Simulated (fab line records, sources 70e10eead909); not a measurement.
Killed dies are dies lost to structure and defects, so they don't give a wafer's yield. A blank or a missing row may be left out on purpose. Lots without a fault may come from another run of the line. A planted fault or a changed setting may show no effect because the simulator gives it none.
Chamber matching | flow nand_harc | NHARC_P_M2_PRE_CLEAN_32 on pecvd-03: 3 sister chambers
The step time 12 s. 6 wafers are shown with their chamber, then 7 later ones without.

WAFERS WITH THEIR CHAMBER
wafer  | chamber | heater_power_w (W)
L082.5 | 2       | 819
L083.3 | 1       | 463
L084.2 | 1       | 519
L084.6 | 2       | 821
L087.1 | 0       | 699
L087.4 | 0       | 681

WAFERS WITHOUT THEIR CHAMBER
wafer  | heater_power_w (W)
L087.6 | 723
L088.1 | 811
L088.3 | 508
L088.5 | 592
L097.1 | 490
L097.5 | 698
L097.6 | 712

WHICH CHAMBER EACH WENT THROUGH
wafer  | from the rows above     | in truth
L087.6 | 0                       | 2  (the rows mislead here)
L088.1 | 2                       | 2
L088.3 | 1                       | 1
L088.5 | can't be placed: 0 or 1 | 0
L097.1 | 1                       | 1
L097.5 | 0                       | 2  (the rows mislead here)
L097.6 | 0                       | 0
Placed correctly: 4 of 7. Can't be placed from these rows: 1 (the true chamber is among the candidates in 1). Placed wrongly: 2.
How it was worked out, from the rows above alone: a wafer's distance from a chamber is the root of the sum, over the readings, of the square of ((its reading less the chamber's mean) divided by the reading's scatter). The wafer belongs to the nearest chamber; if the next one is less than 2 further off, it can't be placed. A chamber's mean is the mean of its shown wafers. The scatter: the root of (the sum of the squares of (reading less its chamber's mean) over the shown wafers, divided by (wafers less chambers)).
